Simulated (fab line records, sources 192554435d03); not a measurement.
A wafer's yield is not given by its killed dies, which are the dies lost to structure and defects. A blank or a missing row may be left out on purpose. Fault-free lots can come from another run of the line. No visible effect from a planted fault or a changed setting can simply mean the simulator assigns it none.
The tool behind it: which one? | flow n5_finfet | 24 lots, 72 wafers sampled, at 6 steps of a route of 1938

WHAT THE GAUGES READ, wafer by wafer
N5_BEOL_M13_CD_MEAS_28 targets a cd of 209.5 nm. Usual: cd_nm 208.5 nm, standard deviation 1.5.
lot  | measured     | on        | cd_nm (nm)        | flag
L074 | day 10 18:45 | cd_sem-02 | 206.4 206.4 210.0 |
L075 | day 11 08:23 | cd_sem-03 | 207.6 208.9 206.9 |
L077 | day 11 17:44 | cd_sem-01 | 207.9 208.2 206.7 |
L076 | day 12 05:38 | cd_sem-01 | 210.1 209.9 208.0 |
L078 | day 12 13:50 | cd_sem-01 | 210.3 210.3 207.3 |
L079 | day 13 01:28 | cd_sem-01 | 208.7 210.0 209.4 |
L080 | day 13 14:04 | cd_sem-01 | 208.6 211.6 208.9 |
L081 | day 13 16:07 | cd_sem-03 | 206.9 209.2 206.4 |
L082 | day 13 17:17 | cd_sem-03 | 209.7 210.1 207.8 |
L084 | day 13 22:11 | cd_sem-02 | 209.2 207.3 209.8 |
L083 | day 14 05:16 | cd_sem-02 | 207.5 208.6 208.6 |
L085 | day 14 06:37 | cd_sem-02 | 207.7 208.8 207.4 |
L086 | day 14 06:53 | cd_sem-03 | 207.8 208.8 206.7 |
L088 | day 14 22:31 | cd_sem-02 | 207.9 209.1 208.9 |
L087 | day 15 00:30 | cd_sem-01 | 207.7 207.7 208.2 |
L090 | day 15 07:25 | cd_sem-03 | 208.3 207.8 207.1 |
L089 | day 15 13:05 | cd_sem-02 | 208.0 205.9 208.4 |
L091 | day 15 16:58 | cd_sem-01 | 209.4 208.1 207.9 |
L092 | day 15 21:01 | cd_sem-01 | 210.1 208.9 209.4 |
L093 | day 16 07:27 | cd_sem-03 | 207.9 208.5 209.7 |
L094 | day 16 12:42 | cd_sem-01 | 206.2 209.3 209.4 |
L095 | day 16 21:50 | cd_sem-03 | 208.4 207.2 211.2 |
L096 | day 17 00:36 | cd_sem-02 | 211.8 208.4 210.6 |
L097 | day 17 04:05 | cd_sem-02 | 209.5 210.5 208.0 |

N5_BEOL_M13_RS_MEAS_54: a four-point-probe measurement. Usual: M13_RS typically reads 0.0452 ohm/sq, with standard deviation 0.00089.
lot  | measured     | on            | M13_RS (ohm/sq)      | flag
L074 | day 11 06:37 | film_metro-02 | 0.0462 0.0466 0.0459 |
L075 | day 11 15:11 | film_metro-01 | 0.0451 0.0439 0.0458 |
L077 | day 11 23:21 | film_metro-02 | 0.0438 0.0436 0.0464 |
L076 | day 12 07:53 | film_metro-01 | 0.0442 0.0454 0.0456 |
L078 | day 12 18:03 | film_metro-01 | 0.0444 0.0450 0.0447 |
L079 | day 13 06:41 | film_metro-02 | 0.0451 0.0435 0.0457 |
L080 | day 13 16:49 | film_metro-01 | 0.0437 0.0458 0.0449 |
L081 | day 13 19:52 | film_metro-01 | 0.0458 0.0459 0.0441 |
L082 | day 13 20:11 | film_metro-01 | 0.0436 0.0441 0.0465 |
L084 | day 14 01:46 | film_metro-01 | 0.0458 0.0443 0.0463 |
L083 | day 14 09:59 | film_metro-01 | 0.0458 0.0451 0.0464 |
L085 | day 14 09:16 | film_metro-02 | 0.0451 0.0468 0.0447 |
L086 | day 14 11:41 | film_metro-01 | 0.0462 0.0449 0.0450 |
L088 | day 15 04:56 | film_metro-01 | 0.0454 0.0451 0.0448 |
L087 | day 15 05:14 | film_metro-02 | 0.0454 0.0451 0.0448 |
L090 | day 15 10:11 | film_metro-01 | 0.0434 0.0450 0.0431 |
L089 | day 15 17:13 | film_metro-01 | 0.0444 0.0451 0.0447 |
L091 | day 15 19:38 | film_metro-01 | 0.0444 0.0452 0.0439 |
L092 | day 16 00:59 | film_metro-01 | 0.0465 0.0457 0.0442 |
L093 | day 16 11:19 | film_metro-02 | 0.0460 0.0459 0.0460 |
L094 | day 16 17:38 | film_metro-01 | 0.0457 0.0449 0.0457 |
L095 | day 17 01:47 | film_metro-01 | 0.0450 0.0444 0.0446 |
L096 | day 17 02:56 | film_metro-01 | 0.0450 0.0448 0.0455 |
L097 | day 17 08:40 | film_metro-02 | 0.0464 0.0454 0.0447 |

N5_BEOL_M14_OVL_MEAS_29. Usual: M14_OVL typically reads 0 nm, with standard deviation 5.7.
lot  | measured     | on         | M14_OVL (nm) | flag
L074 | day 11 08:10 | overlay-02 | 2 2 3        |
L075 | day 11 16:45 | overlay-01 | 6 4 -4       |
L077 | day 12 01:02 | overlay-02 | 4 2 2        |
L076 | day 12 09:40 | overlay-01 | -15 6 -5     |
L078 | day 12 19:37 | overlay-01 | 0 8 1        |
L079 | day 13 08:17 | overlay-02 | 1 3 -6       |
L080 | day 13 18:15 | overlay-02 | -5 -4 -2     |
L081 | day 13 21:38 | overlay-01 | 3 -5 -11     |
L082 | day 13 21:59 | overlay-01 | -1 4 3       |
L084 | day 14 03:27 | overlay-02 | 4 -9 2       |
L083 | day 14 11:26 | overlay-02 | 4 0 -5       |
L085 | day 14 11:06 | overlay-02 | -7 -11 -9    |
L086 | day 14 13:22 | overlay-01 | -10 -5 6     |
L088 | day 15 06:31 | overlay-02 | -3 -2 -1     |
L087 | day 15 06:45 | overlay-01 | 13 15 4      |
L090 | day 15 11:41 | overlay-02 | 9 9 20       |
L089 | day 15 18:49 | overlay-01 | -4 -6 3      |
L091 | day 15 21:11 | overlay-01 | -9 3 -1      |
L092 | day 16 02:32 | overlay-02 | -2 -10 -8    |
L093 | day 16 12:56 | overlay-01 | -1 4 -2      |
L094 | day 16 19:12 | overlay-01 | -7 -1 -1     |
L095 | day 17 03:21 | overlay-01 | -13 -3 -4    |
L096 | day 17 04:24 | overlay-01 | 2 -2 6       |
L097 | day 17 10:08 | overlay-01 | 0 -7 0       |

WHAT TOOL EACH LOT RAN ON (gives the tool, then ch and the chambers of the sampled wafers, and finally the start)
lot  | N5_BEOL_M13_DESCUM_33              | N5_BEOL_M14_DESCUM_15              | N5_BEOL_M14_STRIP_63
L074 | rie_diel-02 ch 0,3, day 10 18:50   | rie_diel-04 ch 0,1,2, day 11 07:23 | rie_diel-04 ch 0,1,2, day 11 08:10 or earlier
L075 | rie_diel-05 ch 0,1,3, day 11 08:28 | rie_diel-04 ch 0,1,3, day 11 15:58 | rie_diel-04 ch 0,1,3, day 11 16:45 or earlier
L077 | rie_diel-03 ch 0,2,3, day 11 17:49 | rie_diel-04 ch 0,2,3, day 12 00:07 | rie_diel-04 ch 0,2,3, day 12 01:02 or earlier
L076 | rie_diel-05 ch 1,2,3, day 12 05:44 | rie_diel-01 ch 0,1, day 12 08:44   | rie_diel-01 ch 0,1, day 12 09:40 or earlier
L078 | rie_diel-05 ch 0,2,3, day 12 13:59 | rie_diel-04 ch 1,2,3, day 12 18:50 | rie_diel-04 ch 1,2,3, day 12 19:37 or earlier
L079 | rie_diel-05 ch 0,1,2, day 13 01:43 | rie_diel-04 ch 0,3, day 13 07:19   | rie_diel-04 ch 0,3, day 13 08:17 or earlier
L080 | rie_diel-05 ch 1,2,3, day 13 14:10 | rie_diel-01 ch 0,1,3, day 13 17:27 | rie_diel-01 ch 0,1,3, day 13 18:15 or earlier
L081 | rie_diel-02 ch 0,1,2, day 13 16:12 | rie_diel-06 ch 1,2, day 13 20:43   | rie_diel-06 ch 1,2, day 13 21:38 or earlier
L082 | rie_diel-03 ch 0,2,3, day 13 17:23 | rie_diel-06 ch 0,2,3, day 13 21:04 | rie_diel-06 ch 0,2,3, day 13 21:59 or earlier
L084 | rie_diel-05 ch 1,3, day 13 22:16   | rie_diel-01 ch 2,3, day 14 02:32   | rie_diel-01 ch 2,3, day 14 03:27 or earlier
L083 | rie_diel-05 ch 2,3, day 14 05:21   | rie_diel-06 ch 1,2, day 14 10:38   | rie_diel-06 ch 1,2, day 14 11:26 or earlier
L085 | rie_diel-03 ch 0,1,3, day 14 06:42 | rie_diel-01 ch 0,2,3, day 14 10:03 | rie_diel-01 ch 0,2,3, day 14 11:06 or earlier
L086 | rie_diel-02 ch 0,1, day 14 06:58   | rie_diel-06 ch 1,3, day 14 12:27   | rie_diel-06 ch 1,3, day 14 13:22 or earlier
L088 | rie_diel-05 ch 0,2,3, day 14 22:36 | rie_diel-06 ch 2,3, day 15 05:35   | rie_diel-06 ch 2,3, day 15 06:31 or earlier
L087 | rie_diel-02 ch 0,1,2, day 15 00:35 | rie_diel-06 ch 2,3, day 15 05:56   | rie_diel-06 ch 2,3, day 15 06:45 or earlier
L090 | rie_diel-05 ch 1,3, day 15 07:30   | rie_diel-01 ch 0,2, day 15 10:53   | rie_diel-01 ch 0,2, day 15 11:41 or earlier
L089 | rie_diel-03 ch 0,1,2, day 15 13:15 | rie_diel-06 ch 0,1, day 15 18:01   | rie_diel-06 ch 0,1, day 15 18:49 or earlier
L091 | rie_diel-03 ch 1,2, day 15 17:03   | rie_diel-04 ch 0,1,3, day 15 20:24 | rie_diel-04 ch 0,1,3, day 15 21:11 or earlier
L092 | rie_diel-05 ch 0,1,2, day 15 21:06 | rie_diel-04 ch 0,3, day 16 01:45   | rie_diel-04 ch 0,3, day 16 02:32 or earlier
L093 | rie_diel-05 ch 0,3, day 16 07:37   | rie_diel-04 ch 0,1,2, day 16 12:08 | rie_diel-04 ch 0,1,2, day 16 12:56 or earlier
L094 | rie_diel-05 ch 2,3, day 16 12:50   | rie_diel-06 ch 0,1,2, day 16 18:17 | rie_diel-06 ch 0,1,2, day 16 19:12 or earlier
L095 | rie_diel-02 ch 0,1,2, day 16 21:55 | rie_diel-06 ch 0,1,2, day 17 02:26 | rie_diel-06 ch 0,1,2, day 17 03:21 or earlier
L096 | rie_diel-03 ch 0,1, day 17 00:41   | rie_diel-06 ch 0,3, day 17 03:37   | rie_diel-06 ch 0,3, day 17 04:24 or earlier
L097 | rie_diel-05 ch 0,1,2, day 17 04:13 | rie_diel-01 ch 0,1,2, day 17 09:20 | rie_diel-01 ch 0,1,2, day 17 10:08 or earlier
- N5_BEOL_M13_DESCUM_33: chemistry O2, time 7.9 s.
- N5_BEOL_M14_DESCUM_15: chemistry O2, time 7.9 s.
- N5_BEOL_M14_STRIP_63: strips in O2.

AS READ BY THE TOOLS THEMSELVES (means over the sampled wafers that have a number; for cases with no such wafer, the mark the record gives instead)
N5_BEOL_M13_DESCUM_33. Usual: bias_power_w 20.01 W, standard deviation 0.058; drypump_motor_current_A 5.9 A, standard deviation 0.57; oes_product_au 0.78 a.u., standard deviation 0.098; rf_vpp_V 243.1 V, standard deviation 1.3; showerhead_plenum_p_Torr 2.10 Torr, standard deviation 0.054; throttle_valve_pct 20.44 %, standard deviation 0.25.
lot  | tool        | bias_power_w (W) | drypump_motor_current_A (A) | oes_product_au (a.u.) | rf_vpp_V (V) | showerhead_plenum_p_Torr (Torr) | throttle_valve_pct (%) | flag
L074 | rie_diel-02 | 20.05            | 5.9                         | 0.67                  | 243.8        | 2.15                            | 20.46                  |
L075 | rie_diel-05 | 20.04            | 5.9                         | 0.81                  | 243.3        | 2.10                            | 20.41                  |
L077 | rie_diel-03 | 19.95            | 5.6                         | 0.85                  | 243.7        | 2.10                            | 20.39                  |
L076 | rie_diel-05 | 20.04            | 5.9                         | 0.79                  | 243.0        | 2.13                            | 20.55                  |
L078 | rie_diel-05 | 19.94            | 6.3                         | 0.72                  | 241.3        | 2.09                            | 20.52                  |
L079 | rie_diel-05 | 20.06            | 6.2                         | 0.80                  | 243.3        | 2.09                            | 20.42                  |
L080 | rie_diel-05 | 20.04            | 5.9                         | 0.78                  | 243.4        | 2.13                            | 20.56                  |
L081 | rie_diel-02 | 20.05            | 5.8                         | 0.88                  | 244.1        | 2.15                            | 20.09                  |
L082 | rie_diel-03 | 20.01            | 5.5                         | 0.82                  | 243.4        | 2.10                            | 20.40                  |
L084 | rie_diel-05 | 19.98            | 5.7                         | 0.76                  | 243.6        | 2.14                            | 20.56                  |
L083 | rie_diel-05 | 19.93            | 6.1                         | 0.70                  | 244.3        | 2.13                            | 20.67                  |
L085 | rie_diel-03 | 20.01            | 5.3                         | 0.75                  | 242.9        | 2.09                            | 20.62                  |
L086 | rie_diel-02 | 20.01            | 5.6                         | 0.88                  | 243.8        | 2.11                            | 20.07                  |
L088 | rie_diel-05 | 20.00            | 6.3                         | 0.70                  | 242.9        | 2.08                            | 20.54                  |
L087 | rie_diel-02 | 20.08            | 5.8                         | 0.85                  | 243.2        | 2.15                            | 20.11                  |
L090 | rie_diel-05 | 20.05            | 5.5                         | 0.83                  | 244.0        | 2.13                            | 20.47                  |
L089 | rie_diel-03 | 20.03            | 5.8                         | 0.81                  | 242.6        | 2.06                            | 20.57                  |
L091 | rie_diel-03 | 20.01            | 5.8                         | 0.82                  | 243.1        | 2.10                            | 20.56                  |
L092 | rie_diel-05 | 20.00            | 6.2                         | 0.78                  | 242.6        | 2.08                            | 20.45                  |
L093 | rie_diel-05 | 20.01            | 6.1                         | 0.68                  | 242.9        | 2.09                            | 20.56                  |
L094 | rie_diel-05 | 20.02            | 6.1                         | 0.68                  | 243.8        | 2.12                            | 20.70                  |
L095 | rie_diel-02 | 19.98            | 5.8                         | 0.84                  | 243.4        | 2.15                            | 20.12                  |
L096 | rie_diel-03 | 20.02            | 5.5                         | 0.74                  | 242.6        | 2.05                            | 20.80                  |
L097 | rie_diel-05 | 19.98            | 6.2                         | 0.76                  | 241.7        | 2.08                            | 20.46                  |

N5_BEOL_M14_DESCUM_15. Usual: bias_power_w 20.00 W, standard deviation 0.054; drypump_motor_current_A 5.6 A, standard deviation 0.44; oes_product_au 0.82 a.u., standard deviation 0.071; rf_vpp_V 243.1 V, standard deviation 1.4; showerhead_plenum_p_Torr 2.08 Torr, standard deviation 0.073; throttle_valve_pct 20.30 %, standard deviation 0.22.
lot  | tool        | bias_power_w (W) | drypump_motor_current_A (A) | oes_product_au (a.u.) | rf_vpp_V (V) | showerhead_plenum_p_Torr (Torr) | throttle_valve_pct (%) | flag
L074 | rie_diel-04 | 20.01            | 5.9                         | 0.80                  | 242.3        | 2.07                            | 20.25                  |
L075 | rie_diel-04 | 20.01            | 5.7                         | 0.82                  | 242.0        | 2.05                            | 20.34                  |
L077 | rie_diel-04 | 19.99            | 5.7                         | 0.75                  | 242.9        | 2.03                            | 20.31                  |
L076 | rie_diel-01 | 19.97            | 5.2                         | 0.89                  | 243.5        | 2.09                            | 20.31                  |
L078 | rie_diel-04 | 19.99            | 5.6                         | 0.79                  | 243.4        | 2.08                            | 20.40                  |
L079 | rie_diel-04 | 19.98            | 5.4                         | 0.77                  | 241.6        | 2.00                            | 20.40                  |
L080 | rie_diel-01 | 19.98            | 5.5                         | 0.86                  | 242.7        | 2.08                            | 20.19                  |
L081 | rie_diel-06 | 19.98            | 6.2                         | 0.81                  | 244.2        | 2.18                            | 20.33                  |
L082 | rie_diel-06 | 20.01            | 5.4                         | 0.77                  | 243.4        | 2.08                            | 20.26                  |
L084 | rie_diel-01 | 19.95            | 5.8                         | 0.83                  | 242.1        | 2.03                            | 20.22                  |
L083 | rie_diel-06 | 19.97            | 6.0                         | 0.79                  | 244.3        | 2.13                            | 20.25                  |
L085 | rie_diel-01 | 19.99            | 5.6                         | 0.82                  | 243.7        | 2.08                            | 20.26                  |
L086 | rie_diel-06 | 19.98            | 5.9                         | 0.82                  | 243.3        | 2.16                            | 20.47                  |
L088 | rie_diel-06 | 19.93            | 5.3                         | 0.81                  | 242.1        | 2.05                            | 20.43                  |
L087 | rie_diel-06 | 20.03            | 5.5                         | 0.79                  | 241.8        | 2.07                            | 20.30                  |
L090 | rie_diel-01 | 19.97            | 5.4                         | 0.78                  | 242.4        | 2.08                            | 20.45                  |
L089 | rie_diel-06 | 20.00            | 5.6                         | 0.93                  | 244.1        | 2.15                            | 20.03                  |
L091 | rie_diel-04 | 20.00            | 5.6                         | 0.79                  | 241.8        | 2.04                            | 20.39                  |
L092 | rie_diel-04 | 20.00            | 5.6                         | 0.74                  | 242.2        | 1.99                            | 20.31                  |
L093 | rie_diel-04 | 19.98            | 6.0                         | 0.84                  | 243.1        | 2.06                            | 20.25                  |
L094 | rie_diel-06 | 19.98            | 5.8                         | 0.85                  | 244.3        | 2.14                            | 20.18                  |
L095 | rie_diel-06 | 20.03            | 5.8                         | 0.84                  | 244.1        | 2.13                            | 20.16                  |
L096 | rie_diel-06 | 20.05            | 5.1                         | 0.85                  | 242.7        | 2.06                            | 20.34                  |
L097 | rie_diel-01 | 20.01            | 5.3                         | 0.79                  | 242.4        | 2.07                            | 20.41                  |

N5_BEOL_M14_STRIP_63. Usual: drypump_motor_current_A 5.6 A, standard deviation 0.44; oes_product_au 0.82 a.u., standard deviation 0.072; rf_vpp_V 3.7 V, standard deviation 0.84; showerhead_plenum_p_Torr 2.08 Torr, standard deviation 0.073; throttle_valve_pct 16.55 %, standard deviation 0.21.
lot  | tool        | drypump_motor_current_A (A) | oes_product_au (a.u.) | rf_vpp_V (V) | showerhead_plenum_p_Torr (Torr) | throttle_valve_pct (%) | flag
L074 | rie_diel-04 | 5.9                         | 0.79                  | 3.8          | 2.08                            | 16.51                  |
L075 | rie_diel-04 | 5.6                         | 0.82                  | 3.8          | 2.05                            | 16.56                  |
L077 | rie_diel-04 | 5.7                         | 0.74                  | 3.6          | 2.03                            | 16.58                  |
L076 | rie_diel-01 | 5.3                         | 0.88                  | 3.6          | 2.09                            | 16.52                  |
L078 | rie_diel-04 | 5.7                         | 0.79                  | 3.9          | 2.08                            | 16.64                  |
L079 | rie_diel-04 | 5.4                         | 0.78                  | 2.8          | 2.00                            | 16.65                  |
L080 | rie_diel-01 | 5.6                         | 0.87                  | 2.6          | 2.09                            | 16.45                  |
L081 | rie_diel-06 | 6.2                         | 0.81                  | 4.6          | 2.18                            | 16.59                  |
L082 | rie_diel-06 | 5.3                         | 0.77                  | 3.1          | 2.09                            | 16.57                  |
L084 | rie_diel-01 | 5.8                         | 0.83                  | 2.9          | 2.03                            | 16.47                  |
L083 | rie_diel-06 | 6.0                         | 0.80                  | 3.9          | 2.13                            | 16.55                  |
L085 | rie_diel-01 | 5.7                         | 0.82                  | 3.3          | 2.09                            | 16.53                  |
L086 | rie_diel-06 | 5.9                         | 0.81                  | 4.0          | 2.16                            | 16.70                  |
L088 | rie_diel-06 | 5.3                         | 0.81                  | 3.0          | 2.06                            | 16.70                  |
L087 | rie_diel-06 | 5.6                         | 0.80                  | 4.3          | 2.07                            | 16.61                  |
L090 | rie_diel-01 | 5.5                         | 0.79                  | 4.5          | 2.09                            | 16.67                  |
L089 | rie_diel-06 | 5.6                         | 0.93                  | 3.3          | 2.15                            | 16.26                  |
L091 | rie_diel-04 | 5.6                         | 0.79                  | 3.7          | 2.04                            | 16.62                  |
L092 | rie_diel-04 | 5.7                         | 0.75                  | 4.2          | 1.99                            | 16.57                  |
L093 | rie_diel-04 | 6.0                         | 0.85                  | 4.0          | 2.06                            | 16.45                  |
L094 | rie_diel-06 | 5.8                         | 0.85                  | 2.6          | 2.14                            | 16.45                  |
L095 | rie_diel-06 | 5.8                         | 0.84                  | 3.4          | 2.14                            | 16.44                  |
L096 | rie_diel-06 | 5.1                         | 0.85                  | 3.7          | 2.07                            | 16.58                  |
L097 | rie_diel-01 | 5.4                         | 0.79                  | 3.2          | 2.08                            | 16.67                  |

THE ANSWER, worked out from the rows above alone
Rule: a lot is off if the mean of its wafers that have a number lies more than 3 standard deviations from the usual mean. A lot without any number at a reading at which 4 lots or more have one is off too. Where the step has rows for the other lots, those lots are counted as sound. After the gauges, taken in route order, come the tools' own readings; for these a lot's mean is taken, as printed above. The first step at which some lot is off is used, and at that step the reading that is off furthest; a lot without a number counts as furthest.
Nothing can be told from this: no lot is off at any reading shown.

WHAT WAS PUT IN BY THE SIMULATOR
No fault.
